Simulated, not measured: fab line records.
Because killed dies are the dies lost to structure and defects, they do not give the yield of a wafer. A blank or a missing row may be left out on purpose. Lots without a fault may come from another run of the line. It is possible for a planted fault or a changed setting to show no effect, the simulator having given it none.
The same fault as seen by 3 desks / flow n5 finfet / each desk has only its own numbers; what lay behind them comes last

THE TOOL OWNER'S DESK: rie diel-03
The tool's own readings at N5_BEOL_M7_VIA_ETCH_34 (etches SiCOH lowk in C4F6/O2, target depth 125.5 nm, time 50.5 s): means of the sampled wafers that have a number, for each lot that ran on this tool. Any lot whose mean is over 4 standard deviations away from the usual mean is out of limits and marked OUT; that distance is given in the brackets.
Columns: A = drypump motor current A at N5_BEOL_M7_VIA_ETCH_34, usual 5.85 A; B = oes_f_703_au at N5_BEOL_M7_VIA_ETCH_34, usual 0.79 a.u.; C = oes product au at N5_BEOL_M7_VIA_ETCH_34, usual 0.79 a.u.; D = rf fwd power W at N5_BEOL_M7_VIA_ETCH_34, usual 341.1 W; E = rf vpp V at N5_BEOL_M7_VIA_ETCH_34, usual 663 V; F = showerhead plenum p Torr at N5_BEOL_M7_VIA_ETCH_34, usual 2.85 Torr; G = throttle valve pct at N5_BEOL_M7_VIA_ETCH_34, usual 20.98 %
lot=L604; first seen here=day 9 10:46; A=5.86; B=0.74; C=0.73; D=341.5; E=674; F=2.83; G=21.04
lot=L617; first seen here=day 13 14:39; A=5.91; B=0.77; C=0.77; D=341.7; E=681; F=2.92; G=20.95
lot=L621; first seen here=day 14 05:22; A=5.87; B=0.56; C=0.72; D=259.3 (-63) OUT; E=775 (+9.3) OUT; F=2.85; G=20.98
lot=L620; first seen here=day 14 07:45; A=5.91; B=0.55; C=0.73; D=258.4 (-64) OUT; E=786 (+10) OUT; F=2.92; G=20.95
Finding of this desk: L620, L621 out of limits; the first was L621 at day 14 05:22, on rf fwd power W at N5_BEOL_M7_VIA_ETCH_34. In limits: L604, L617.

FROM THE METROLOGY DESK
What the gauges read, lot by lot, whatever tool the lot ran on: means of the sampled wafers that have a number. Any lot whose mean is over 4 standard deviations away from the usual mean is out of limits and marked OUT; that distance is given in the brackets.
Columns: A = cd nm at N5_BEOL_M7_CD_MEAS_28, usual 39.96 nm; B = V6_OVL at N5_BEOL_M7_OVL_MEAS_29, usual -0.1 nm
lot=L604; first seen here=day 9 10:28; A=39.94; B=0.3
lot=L607; first seen here=day 10 15:14; A=40.25; B=-1.0
lot=L613; first seen here=day 12 03:05; A=39.97; B=0.6
lot=L617; first seen here=day 13 14:21; A=39.86; B=-0.0
lot=L621; first seen here=day 14 05:04; A=39.89; B=-1.1
lot=L620; first seen here=day 14 07:26; A=39.86; B=0.2
This desk's verdict: no lot among the 6 shows anything out of limits.

THE DEFECT DESK
Per lot, the means of the sampled wafers with a number show what the inspections along the route counted. Any lot whose mean is over 4 standard deviations away from the usual mean is out of limits and marked OUT; that distance is given in the brackets.
Columns: A = raw defect count at N5_BEOL_M7_INSPECT_30, usual 371
lot=L604; first seen here=day 9 10:33; A=437
lot=L607; first seen here=day 10 15:19; A=335
lot=L613; first seen here=day 12 03:10; A=312
lot=L617; first seen here=day 13 14:26; A=409
lot=L621; first seen here=day 14 05:10; A=332
lot=L620; first seen here=day 14 07:32; A=414
This desk's verdict: no lot among the 6 shows anything out of limits.

BROUGHT TOGETHER
The tool owner's desk had the chance to raise an alarm at day 14 05:22 on L620, L621.
Metrology desk: nothing out of limits seen.
The defect desk saw nothing out of limits.
The metrology desk has L620, L621 on record, within its limits.
The defect desk has L620, L621 on record, within its limits.
The lots listed all ran N5_BEOL_M7_VIA_ETCH_34 on rie diel-03.

WHAT THE SIMULATOR HAD INSERTED
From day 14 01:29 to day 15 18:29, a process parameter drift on rie diel-03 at N5_BEOL_M7_VIA_ETCH_34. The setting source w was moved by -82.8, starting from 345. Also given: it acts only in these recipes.
Shown lots that were struck: L620, L621.
Hours from the fault's start to each desk's first reading out of limits: the tool owner's desk, 4.
